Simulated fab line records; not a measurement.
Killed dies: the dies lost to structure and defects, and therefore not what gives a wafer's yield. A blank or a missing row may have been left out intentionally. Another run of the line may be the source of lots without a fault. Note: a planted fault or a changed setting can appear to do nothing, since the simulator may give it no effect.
Matching of chambers / flow n5 finfet / N5_BEOL_M2_DESCUM_33 on rie diel-04 has 4 sister chambers
The step chemistry O2, time 7 s. 14 wafers are shown with their chamber, then 7 later ones without.

== EACH WAFER AND ITS CHAMBER ==
wafer=L077.1; chamber=3; showerhead plenum p Torr (Torr)=2.15; throttle valve pct (%)=20.61; oes product au (a.u.)=0.71
wafer=L077.2; chamber=1; showerhead plenum p Torr (Torr)=1.99; throttle valve pct (%)=20.53; oes product au (a.u.)=0.68
wafer=L077.5; chamber=1; showerhead plenum p Torr (Torr)=1.99; throttle valve pct (%)=20.51; oes product au (a.u.)=0.68
wafer=L076.2; chamber=1; showerhead plenum p Torr (Torr)=1.99; throttle valve pct (%)=20.52; oes product au (a.u.)=0.67
wafer=L076.5; chamber=0; showerhead plenum p Torr (Torr)=2.03; throttle valve pct (%)=20.64; oes product au (a.u.)=0.67
wafer=L076.6; chamber=3; showerhead plenum p Torr (Torr)=2.15; throttle valve pct (%)=20.61; oes product au (a.u.)=0.71
wafer=L078.1; chamber=3; showerhead plenum p Torr (Torr)=2.15; throttle valve pct (%)=20.61; oes product au (a.u.)=0.70
wafer=L078.2; chamber=2; showerhead plenum p Torr (Torr)=2.03; throttle valve pct (%)=20.46; oes product au (a.u.)=0.72
wafer=L078.6; chamber=2; showerhead plenum p Torr (Torr)=2.03; throttle valve pct (%)=20.46; oes product au (a.u.)=0.72
wafer=L079.1; chamber=2; showerhead plenum p Torr (Torr)=2.03; throttle valve pct (%)=20.46; oes product au (a.u.)=0.71
wafer=L079.4; chamber=2; showerhead plenum p Torr (Torr)=2.03; throttle valve pct (%)=20.45; oes product au (a.u.)=0.72
wafer=L079.5; chamber=3; showerhead plenum p Torr (Torr)=2.15; throttle valve pct (%)=20.65; oes product au (a.u.)=0.70
wafer=L083.3; chamber=3; showerhead plenum p Torr (Torr)=2.14; throttle valve pct (%)=20.65; oes product au (a.u.)=0.69
wafer=L083.5; chamber=3; showerhead plenum p Torr (Torr)=2.14; throttle valve pct (%)=20.64; oes product au (a.u.)=0.69

SIGNATURES, as means of the wafers listed above
reading=showerhead plenum p Torr; chamber 0=2.0300; chamber 1=1.9900; chamber 2=2.0300; chamber 3=2.1467; scatter within a chamber=0.00365
reading=throttle valve pct; chamber 0=20.6400; chamber 1=20.5200; chamber 2=20.4575; chamber 3=20.6283; scatter within a chamber=0.0154
reading=oes product au; chamber 0=0.6700; chamber 1=0.6767; chamber 2=0.7175; chamber 3=0.7000; scatter within a chamber=0.00736
Rule: distance of a wafer from a chamber = root of the sum over the readings of ((wafer's reading minus chamber's mean) / reading's scatter) squared. The wafer belongs to the nearest chamber; if the next one is less than 2 further off, it can't be placed. The scatter: take each reading less its chamber's mean, square it, sum over the shown wafers, divide by the number of wafers less the number of chambers, and take the root.

== WAFERS WITH NO CHAMBER GIVEN ==
wafer=L083.6; showerhead plenum p Torr (Torr)=2.25; throttle valve pct (%)=20.29; oes product au (a.u.)=0.95
wafer=L084.2; showerhead plenum p Torr (Torr)=2.14; throttle valve pct (%)=20.66; oes product au (a.u.)=0.69
wafer=L084.3; showerhead plenum p Torr (Torr)=2.25; throttle valve pct (%)=20.30; oes product au (a.u.)=0.94
wafer=L084.6; showerhead plenum p Torr (Torr)=2.14; throttle valve pct (%)=20.67; oes product au (a.u.)=0.69
wafer=L086.1; showerhead plenum p Torr (Torr)=2.25; throttle valve pct (%)=20.31; oes product au (a.u.)=0.95
wafer=L086.2; showerhead plenum p Torr (Torr)=2.02; throttle valve pct (%)=20.48; oes product au (a.u.)=0.70
wafer=L086.5; showerhead plenum p Torr (Torr)=2.03; throttle valve pct (%)=20.28; oes product au (a.u.)=1.01

== THE CHAMBER EACH PASSED THROUGH ==
wafer=L083.6; from the rows above=3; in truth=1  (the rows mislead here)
wafer=L084.2; from the rows above=3; in truth=3
wafer=L084.3; from the rows above=3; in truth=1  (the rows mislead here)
wafer=L084.6; from the rows above=3; in truth=3
wafer=L086.1; from the rows above=3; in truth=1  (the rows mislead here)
wafer=L086.2; from the rows above=2; in truth=2
wafer=L086.5; from the rows above=2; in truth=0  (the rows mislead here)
Correctly placed: 3 of 7. Can't be placed from these rows: 0. Wrongly placed: 4.
